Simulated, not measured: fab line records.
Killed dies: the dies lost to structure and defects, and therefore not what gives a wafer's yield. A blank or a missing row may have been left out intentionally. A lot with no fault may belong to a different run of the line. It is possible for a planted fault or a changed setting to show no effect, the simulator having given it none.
Shared-tool check ; flow nand harc ; Sampled: 12 lots, 36 wafers

== WHAT PROMPTED THE OPENING ==
At NHARC_P_M1_CD_MEAS_09 the reading cd nm is flagged on 2 of 12 lots. Fault-free wafers read 130.0 nm, with a standard deviation of 0.42.
Rule: a lot is flagged when every wafer of it that has a number lies more than 4 standard deviations from that mean, or none has a number. All remaining lots are regarded as sound.

lot;measured;on;cd nm (nm), wafer by wafer;flag
L973;day 6 01:34;cd sem-03;129.8 129.8 130.0;
L977;day 6 17:53;cd sem-03;130.4 129.8 130.4;
L980;day 7 19:38;cd sem-01;93.5 93.8 94.1;FLAGGED
L982;day 8 11:00;cd sem-02;93.7 94.6 94.2;FLAGGED
L988;day 10 05:50;cd sem-01;130.0 129.7 130.4;
L989;day 10 07:11;cd sem-01;130.2 130.8 130.2;
L990;day 10 15:51;cd sem-02;129.7 129.5 129.7;
L992;day 10 18:01;cd sem-01;130.1 130.7 130.0;
L993;day 11 02:35;cd sem-02;129.9 129.9 130.3;
L994;day 11 05:12;cd sem-02;130.3 129.9 129.8;
L995;day 11 08:55;cd sem-02;129.4 129.5 129.7;
L996;day 11 13:44;cd sem-02;130.7 130.9 130.5;
Average over the flagged lots: 94.0 nm; offset from the usual -36.0 nm, equal to -86 standard deviations.

== LOT BY LOT: THE TOOL USED ==
The record holds 3 process steps before the reading, out of a route of 1159 steps. Each cell gives the tool, then ch followed by the chambers the sampled wafers passed through, then the start.
lot;flag;NHARC_P_M0_DESCUM_14;NHARC_P_M0_PVD_20;NHARC_P_M1_PEB_07
L973;;rie diel-01 ch 0,2,3, day 5 21:43;pvd sputter-01, day 6 01:29 or earlier;litho track-01 ch 0, day 6 01:29
L977;;rie diel-01 ch 1,2,3, day 6 14:04;pvd sputter-02, day 6 17:49 or earlier;litho track-04 ch 0, day 6 17:49
L980;FLAGGED;rie diel-09 ch 0,1, day 7 15:44;pvd sputter-02, day 7 19:33 or earlier;litho track-01 ch 0, day 7 19:33
L982;FLAGGED;rie diel-09 ch 2,3, day 8 07:02;pvd sputter-03, day 8 10:55 or earlier;litho track-01 ch 0, day 8 10:55
L988;;rie diel-09 ch 0,1,3, day 10 01:57;pvd sputter-01, day 10 05:45 or earlier;litho track-04 ch 0, day 10 05:45
L989;;rie diel-09 ch 0,1,2, day 10 02:22;pvd sputter-01, day 10 07:05 or earlier;litho track-04 ch 0, day 10 07:05
L990;;rie diel-13 ch 0,1,3, day 10 11:56;pvd sputter-02, day 10 15:46 or earlier;litho track-04 ch 0, day 10 15:46
L992;;rie diel-01 ch 1,2, day 10 14:05;pvd sputter-03, day 10 17:56 or earlier;litho track-01 ch 0, day 10 17:56
L993;;rie diel-01 ch 1,2, day 10 22:38;pvd sputter-03, day 11 02:30 or earlier;litho track-06 ch 0, day 11 02:30
L994;;rie diel-13 ch 1,2, day 11 01:08;pvd sputter-03, day 11 05:08 or earlier;litho track-04 ch 0, day 11 05:08
L995;;rie diel-01 ch 1,2,3, day 11 03:08;pvd sputter-03, day 11 08:50 or earlier;litho track-06 ch 0, day 11 08:50
L996;;rie diel-01 ch 0,1,3, day 11 09:32;pvd sputter-02, day 11 13:40 or earlier;litho track-04 ch 0, day 11 13:40
These steps, and what they do:
- NHARC_P_M0_DESCUM_14: chemistry O2, time 3 s.
- NHARC_P_M0_PVD_20: deposits TaN, target thk 5 nm, time 8.06 s.
- NHARC_P_M1_PEB_07: peb time 65 s.
- NHARC_P_M1_CD_MEAS_09: target cd 130 nm.

== FLAGGED OVER TOTAL, TOOL BY TOOL (the gauges that took the reading come last) ==
step;tool;lots run;flagged;share of the flagged lots;sound lots run after its first flagged lot
NHARC_P_M0_DESCUM_14;rie diel-01;6;0;none;-
NHARC_P_M0_DESCUM_14;rie diel-09;4;2;all;2 (L988,L989)
NHARC_P_M0_DESCUM_14;rie diel-13;2;0;none;-
NHARC_P_M0_PVD_20;pvd sputter-01;3;0;none;-
NHARC_P_M0_PVD_20;pvd sputter-02;4;1;some;2 (L990,L996)
NHARC_P_M0_PVD_20;pvd sputter-03;5;1;some;4 (L992,L993,L994,L995)
NHARC_P_M1_PEB_07;litho track-01;4;2;all;1 (L992)
NHARC_P_M1_PEB_07;litho track-04;6;0;none;-
NHARC_P_M1_PEB_07;litho track-06;2;0;none;-
NHARC_P_M1_CD_MEAS_09;cd sem-01;4;1;some;3 (L988,L989,L992)
NHARC_P_M1_CD_MEAS_09;cd sem-02;6;1;some;5 (L990,L993,L994,L995,L996)
NHARC_P_M1_CD_MEAS_09;cd sem-03;2;0;none;-
NHARC_P_M0_PVD_20: start missing for some lots; hours and lot order therefore follow NHARC_P_M1_PEB_07.

== WHAT IS ALLOWED BY THE TABLE ==
rie diel-09 at NHARC_P_M0_DESCUM_14 and litho track-01 at NHARC_P_M1_PEB_07 are the 2 rows of the table that ran each flagged lot.
- rie diel-09 at NHARC_P_M0_DESCUM_14 ran 4 lots, 2 of them flagged. Lots that were sound ran on it after the first flagged one (L988, L989); a persistent fault on the entire tool would not allow that.
- litho track-01 at NHARC_P_M1_PEB_07 ran 4 lots, 2 of them flagged. Lots that were sound ran on it after the first flagged one (L992); a persistent fault on the entire tool would not allow that. Its own readings (heater power total W) fall more than 4 standard deviations out on all wafers of the flagged lots.
Every row of the table either missed a flagged lot or ran a sound lot after the first.

== WHAT WAS PUT IN BY THE SIMULATOR ==
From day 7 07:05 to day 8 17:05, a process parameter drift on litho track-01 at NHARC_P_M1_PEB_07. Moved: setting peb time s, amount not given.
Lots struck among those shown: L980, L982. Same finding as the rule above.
